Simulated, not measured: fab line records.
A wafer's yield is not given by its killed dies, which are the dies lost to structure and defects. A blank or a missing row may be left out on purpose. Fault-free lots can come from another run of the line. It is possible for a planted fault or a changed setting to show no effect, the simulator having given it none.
A struck lot beside a sound one :: flow n5 finfet :: 34 steps out of a route of 1938
Sound: the wafers L767.1, L767.3, L767.6. Struck: wafers L769.1, L769.6 (left out: L769.4, a lot-mate that was not struck); the cause follows at the end.
At each step with rows: each side's tool, then ch and its chambers, then its first start. Under that, the readings that differ: sound wafers :: struck wafers :: difference of the means :: sigmas: that difference in standard deviations of wafers without a fault.
alike: readings whose means differ by less than 2 such deviations, and words and numbers that are the same on both sides. not compared: withheld readings, readings that some wafer has no value for, bounds like >300 that may hide the same value, and numbers for which the record gives no deviation and whose values overlap.
Wherever a step has rows on one side only, a row that says differs or no value, or a row with sigmas, the two part there. Numbers that don't overlap but have no deviation are shown without sigmas and don't part them. Lack of a reading on every wafer of one side parts them only where that side has two or more wafers.

first, 10 steps without rows for these wafers: N5_BEOL_M11_STRIP_77 (strips in N2/H2, time 10 s); N5_BEOL_M11_HM_STRIP_39 (strips TiN in peroxide tin strip, target depth 25 nm, time 158 s); N5_BEOL_M11_SRD_40 (time 30 s); N5_BEOL_M11_PRECLEAN_42 (cleans in residue remover, time 60 s); N5_BEOL_M11_SRD_43 (time 30 s); N5_BEOL_M11_CURE_72 (cures SiCOH lowk, time 120 s); N5_BEOL_M11_DEGAS_44 (time 60 s); N5_BEOL_M11_PRE_CLEAN_45 (time 30 s); N5_BEOL_M11_ALD_74 (deposits TaN, target thk 2 nm, pulse time 2 s, purge time 3 s); N5_BEOL_M11_SURFACE_TREAT_76.
N5_BEOL_M11_CVD_75: deposits Co from CCTBA/H2, target thk 2 nm, time 138.9 s.
  sound on cvd co-01 ch 0,1,2, day 10 18:27; struck on cvd co-01 ch 0,1, day 11 18:10
then, 22 steps without rows for these wafers: N5_BEOL_M11_SPUTTER_48 (material Cu, target thk 12 nm, time 2 s); N5_BEOL_M11_ECD_50 (material Cu, target thk 318 nm); N5_BEOL_M11_ANNEAL_51 (time 90 s); N5_BEOL_M11_CMP_52 (polishes, stops on SiCOH lowk, t overpolish 7 s, target thk 140 nm); N5_BEOL_M11_PRE_CLEAN_55 (time 15 s); N5_BEOL_M11_DEP_56 (deposits SiCN from 3MS/NH3, target thk 30 nm, time 10.5 s); N5_BEOL_M12_ILD_DEP_00 (deposits SiOC from DEMS/O2, target thk 658.92 nm, time 130.7 s); N5_BEOL_M12_COAT_58 (time 60 s, resist thk 89 nm); N5_BEOL_M12_COAT_04 (resist thk 400 nm); N5_BEOL_M12_EBR_06; N5_BEOL_M12_SOFTBAKE_05 (time 60 s); N5_BEOL_M12_EXPOSE_07 (exposes mask V11); N5_BEOL_M12_PEB_08 (peb time 90 s); N5_BEOL_M12_DEVELOP_09 (develop time 45 s); N5_BEOL_M12_HARDBAKE_14 (time 120 s); N5_BEOL_M12_DESCUM_15 (chemistry O2, time 7.9 s); N5_BEOL_M12_ETCH_59 (etches BARC in N2/H2, target depth 89 nm, overetch 26.7 nm, time 67.9 s); N5_BEOL_M12_VIA_ETCH_16 (etches SiOC in C4F8/O2/Ar, target depth 724.8 nm); N5_BEOL_M12_STRIP_63 (strips in N2/H2); N5_BEOL_M12_STRIP_64 (strips in N2/H2); N5_BEOL_M12_STRIP_71 (strips in post etch residue remover, time 60 s); N5_BEOL_M12_SRD_72 (time 30 s, dry time 30 s).
-- here the record skips 2 days between the struck wafers' starts before and after, leaving off in module BEOL_M12 and picking up in module PASSIVATION (first step shown: number 1936 of the route) --
N5_PASSIVATION_PROBE_49:
  rows exist in the record for the struck wafers here (prober-01, day 13 20:18), but not for the sound ones

WHERE THEY PART
N5_PASSIVATION_PROBE_49 only, going by this record.

WHY: what had been put in by the simulator
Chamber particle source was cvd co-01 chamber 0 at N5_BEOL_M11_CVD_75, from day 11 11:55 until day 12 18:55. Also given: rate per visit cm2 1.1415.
